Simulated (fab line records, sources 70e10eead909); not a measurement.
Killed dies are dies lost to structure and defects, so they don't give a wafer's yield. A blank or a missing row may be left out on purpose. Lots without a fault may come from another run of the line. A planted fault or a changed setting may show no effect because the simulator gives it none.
Which tool did it? | flow nand_harc | 12 lots, 34 wafers sampled, at 5 steps of a route of 1302

WHAT THE GAUGES READ, wafer by wafer
NHARC_A_CONTACT_INSPECT_71. Usual: raw_defect_count 84, standard deviation 26.
lot  | measured     | on                | raw_defect_count | flag
L418 | day 21 22:49 | defect_inspect-02 | 114 122 105      |
L420 | day 22 12:58 | defect_inspect-01 | 106 101 103      |
L421 | day 23 15:47 | defect_inspect-01 | 55 65 66         |
L423 | day 24 03:23 | defect_inspect-01 | 122 93 106       |
L425 | day 24 18:30 | defect_inspect-01 | 29 37 33         |
L424 | day 25 12:09 | defect_inspect-01 | 118 110 113      |
L434 | day 28 08:32 | defect_inspect-01 | 72 70 56         |
L435 | day 28 16:12 | defect_inspect-02 | 68 72            |
L432 | day 28 21:19 | defect_inspect-01 | 118 96           |
L436 | day 29 17:59 | defect_inspect-02 | 62 65 73         |
L437 | day 30 17:38 | defect_inspect-01 | 99 105 95        |
L440 | day 30 22:04 | defect_inspect-02 | 58 70 57         |

NHARC_END_SORT_01. Usual: killed_at_array 62, standard deviation 15; killed_at_other 0.8, standard deviation 1; killed_at_periphery 3.7, standard deviation 2.6; killed_dies 66, standard deviation 15; killed_open 3.1, standard deviation 1.8; killed_short 2.6, standard deviation 1.7.
lot  | measured     | on        | killed_at_array | killed_at_other | killed_at_periphery | killed_dies | killed_open | killed_short | flag
L423 | day 26 18:41 | prober-01 | 79 83 82        | 0 2 1           | 2 4 3               | 81 89 86    | 4 8 1       | 4 1 1        |
L425 | day 27 15:35 | prober-02 | 28 43 34        | 1 1 0           | 2 2 2               | 31 46 36    | 3 3 0       | 0 1 1        |
L434 | day 30 17:49 | prober-02 | 61 670 51       | 1 0 1           | 5 7 7               | 67 677 59   | 7 5 5       | 5 3 5        | OFF
L435 | day 31 07:50 | prober-02 | 55 675          | 1 0             | 1 2                 | 57 677      | 2 3         | 2 6          | OFF
L432 | day 31 13:26 | prober-01 | 71 670          | 1 0             | 5 7                 | 77 677      | 3 1         | 4 3          | OFF
L436 | day 32 03:33 | prober-02 | 54 52 61        | 0 0 0           | 3 5 2               | 57 57 63    | 5 2 5       | 3 4 0        |
L437 | day 33 08:45 | prober-02 | 83 73           | 0 0             | 5 4                 | 88 77       | 7 3         | 3 2          |
L440 | day 33 10:25 | prober-01 | 58              | 0               | 5                   | 63          | 2           | 8            | OFF

WHICH TOOL RAN EACH LOT (tool, then ch and the chambers of the sampled wafers, then the start)
lot  | NHARC_A_CONTACT_ETCH_78            | NHARC_A_CONTACT_ETCH_126             | NHARC_A_CONTACT_ETCH_127
L418 | rie_diel-11 ch 1,2,3, day 21 23:29 | har_cap_etch-02 ch 0,1, day 22 00:49 | har_cap_etch-02 ch 0,1, day 22 00:59
L420 | rie_diel-01 ch 0,1,3, day 22 13:44 | har_cap_etch-01 ch 0,1, day 22 14:59 | har_cap_etch-01 ch 0,1, day 22 15:10
L421 | rie_diel-01 ch 1,2,3, day 23 16:45 | har_cap_etch-03 ch 0,1, day 23 17:48 | har_cap_etch-03 ch 0,1, day 23 17:59
L423 | rie_diel-01 ch 0,1,3, day 24 04:10 | har_cap_etch-01 ch 0,1, day 24 05:43 | har_cap_etch-01 ch 0,1, day 24 05:54
L425 | rie_diel-01 ch 1,2,3, day 24 19:10 | har_cap_etch-01 ch 0,1, day 24 20:37 | har_cap_etch-01 ch 0,1, day 24 20:51
L424 | rie_diel-01 ch 1,2, day 25 13:48   | har_cap_etch-02 ch 0,1, day 25 15:04 | har_cap_etch-02 ch 0,1, day 25 15:14
L434 | rie_diel-01 ch 0,1,2, day 28 09:24 | har_cap_etch-03 ch 1, day 28 10:31   | har_cap_etch-03 ch 1, day 28 10:41
L435 | rie_diel-01 ch 0,3, day 28 17:21   | har_cap_etch-01 ch 0,1, day 28 18:47 | har_cap_etch-01 ch 0,1, day 28 19:01
L432 | rie_diel-01 ch 0,1, day 28 21:59   | har_cap_etch-03 ch 1, day 28 23:19   | har_cap_etch-03 ch 1, day 28 23:30
L436 | rie_diel-11 ch 0,2, day 29 18:56   | har_cap_etch-02 ch 0,1, day 29 20:10 | har_cap_etch-02 ch 0,1, day 29 20:20
L437 | rie_diel-05 ch 2,3, day 30 18:23   | har_cap_etch-02 ch 0,1, day 30 19:46 | har_cap_etch-02 ch 0,1, day 30 19:56
L440 | rie_diel-11 ch 0,3, day 30 22:50   | har_cap_etch-03 ch 0,1, day 31 00:03 | har_cap_etch-03 ch 0,1, day 31 00:14
- NHARC_A_CONTACT_ETCH_78: etches the open film in O2/COS, target depth 5300 nm, time 1378 s.
- NHARC_A_CONTACT_ETCH_126: etches the open film in C4F8/O2/Ar, time 197 s, target depth 1918 nm.
- NHARC_A_CONTACT_ETCH_127: etches the open film in C4F8/O2/Ar, time 197 s, target depth 1918 nm.

WHAT THE TOOLS THEMSELVES READ (means of the sampled wafers that have a number; where no wafer has one, the mark that the record gives instead)
NHARC_A_CONTACT_ETCH_78. Usual: chamber_pressure_mTorr 19.998 mTorr, standard deviation 0.018; drypump_motor_current_A 5.7 A, standard deviation 0.58; o2_flow_sccm 399.9 sccm, standard deviation 1.2; oes_product_au 1.007 a.u., standard deviation 0.0091; rf_fwd_power_W 499.5 W, standard deviation 1.6; rf_vpp_V 313.8 V, standard deviation 2.4; showerhead_plenum_p_Torr 3.09 Torr, standard deviation 0.16; throttle_valve_pct 28.329 %, standard deviation 0.008.
lot  | tool        | chamber_pressure_mTorr (mTorr) | drypump_motor_current_A (A) | o2_flow_sccm (sccm) | oes_product_au (a.u.) | rf_fwd_power_W (W) | rf_vpp_V (V) | showerhead_plenum_p_Torr (Torr) | throttle_valve_pct (%) | flag
L418 | rie_diel-11 | 19.997                         | 5.6                         | 399.5               | 0.997                 | 499.4              | 313.2        | 3.09                            | 28.332                 |
L420 | rie_diel-01 | 20.005                         | 5.8                         | 399.0               | 0.999                 | 498.7              | 314.1        | 3.10                            | 28.328                 |
L421 | rie_diel-01 | 20.022                         | 5.4                         | 401.3               | 1.006                 | 497.3              | 314.9        | 3.16                            | 28.331                 |
L423 | rie_diel-01 | 19.989                         | 5.8                         | 398.4               | 0.994                 | 499.3              | 313.8        | 3.10                            | 28.321                 |
L425 | rie_diel-01 | 20.001                         | 5.4                         | 399.1               | 1.013                 | 500.0              | 314.7        | 3.16                            | 28.329                 |
L424 | rie_diel-01 | 20.000                         | 5.0                         | 399.1               | 1.002                 | 499.1              | 315.5        | 3.21                            | 28.335                 |
L434 | rie_diel-01 | 19.993                         | 5.4                         | 400.2               | 0.943                 | 497.7              | 314.6        | 3.14                            | 28.329                 | OFF
L435 | rie_diel-01 | 19.983                         | 6.2                         | 401.9               | 0.927                 | 497.9              | 313.1        | 2.96                            | 28.338                 | OFF
L432 | rie_diel-01 | 19.996                         | 5.5                         | 401.4               | 0.913                 | 497.4              | 315.9        | 3.15                            | 28.330                 | OFF
L436 | rie_diel-11 | 20.012                         | 5.8                         | 399.9               | 1.000                 | 497.8              | 315.8        | 3.25                            | 28.331                 |
L437 | rie_diel-05 | 19.996                         | 6.1                         | 401.3               | 1.007                 | 500.3              | 312.6        | 3.06                            | 28.326                 |
L440 | rie_diel-11 | 20.005                         | 6.0                         | 400.3               | 1.002                 | 500.2              | 314.1        | 3.12                            | 28.325                 |

NHARC_A_CONTACT_ETCH_126. Usual: chamber_pressure_mTorr 20.001 mTorr, standard deviation 0.018; oes_air_line_au 1.001 a.u., standard deviation 0.024.
lot  | tool            | chamber_pressure_mTorr (mTorr) | oes_air_line_au (a.u.) | flag
L418 | har_cap_etch-02 | 20.001                         | 0.977                  |
L420 | har_cap_etch-01 | 20.000                         | 1.012                  |
L421 | har_cap_etch-03 | 20.001                         | 0.992                  |
L423 | har_cap_etch-01 | 19.993                         | 1.017                  |
L425 | har_cap_etch-01 | 19.974                         | 0.990                  |
L424 | har_cap_etch-02 | 20.017                         | 1.015                  |
L434 | har_cap_etch-03 | 20.012                         | 0.985                  |
L435 | har_cap_etch-01 | 20.011                         | 0.998                  |
L432 | har_cap_etch-03 | 19.997                         | 1.038                  |
L436 | har_cap_etch-02 | 19.997                         | 1.002                  |
L437 | har_cap_etch-02 | 20.001                         | 0.988                  |
L440 | har_cap_etch-03 | 19.985                         | 0.970                  |

NHARC_A_CONTACT_ETCH_127. Usual: chamber_pressure_mTorr 20.002 mTorr, standard deviation 0.017; oes_air_line_au 1.002 a.u., standard deviation 0.019.
lot  | tool            | chamber_pressure_mTorr (mTorr) | oes_air_line_au (a.u.) | flag
L418 | har_cap_etch-02 | 20.001                         | 1.012                  |
L420 | har_cap_etch-01 | 19.986                         | 1.015                  |
L421 | har_cap_etch-03 | 19.986                         | 1.003                  |
L423 | har_cap_etch-01 | 19.998                         | 1.003                  |
L425 | har_cap_etch-01 | 19.996                         | 0.997                  |
L424 | har_cap_etch-02 | 20.008                         | 0.991                  |
L434 | har_cap_etch-03 | 20.005                         | 0.994                  |
L435 | har_cap_etch-01 | 20.001                         | 1.009                  |
L432 | har_cap_etch-03 | 19.995                         | 0.976                  |
L436 | har_cap_etch-02 | 20.001                         | 0.994                  |
L437 | har_cap_etch-02 | 20.010                         | 0.995                  |
L440 | har_cap_etch-03 | 19.988                         | 0.990                  |

THE ANSWER, worked out from the rows above alone
Rule: a lot is off if the mean of its wafers that have a number lies more than 3 standard deviations from the usual mean. A lot without any number at a reading at which 4 lots or more have one is off too. The other lots that the step has rows for count as sound. The gauges are gone through in route order, then the tools' own readings, and for those a lot's mean is taken as printed above. The first step at which some lot is off is used, and at that step the reading that is off furthest; a lot without a number counts as furthest.
Off: L434, L435, L432, at NHARC_END_SORT_01 (killed_dies). Neither off nor sound, because the step has no rows for them: L418, L420, L421, L424.
A tool fits if, at a process step before that reading, it ran every lot that is off, and no sound lot after the first of them. The gauges at NHARC_END_SORT_01 aren't tried: what is off there is off at NHARC_A_CONTACT_ETCH_78 too, on other tools, and a gauge's error can't cause that. One fits: rie_diel-01 at NHARC_A_CONTACT_ETCH_78. Its last sound lot is L425 (day 24 19:10), its first lot that is off L434 (day 28 09:24): a fault that began between those two fits.
The tool's own readings at NHARC_A_CONTACT_ETCH_78 bear it out: on the lots that are off they differ by more than 5 times the standard deviation of the sound lots' means. oes_product_au reads 0.928 a.u. there against 1.003 a.u. on the sound lots.

WHAT THE SIMULATOR HAD PUT IN
Process parameter drift: rie_diel-01, from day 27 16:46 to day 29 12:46, at NHARC_A_CONTACT_ETCH_78. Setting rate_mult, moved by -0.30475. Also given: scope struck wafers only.
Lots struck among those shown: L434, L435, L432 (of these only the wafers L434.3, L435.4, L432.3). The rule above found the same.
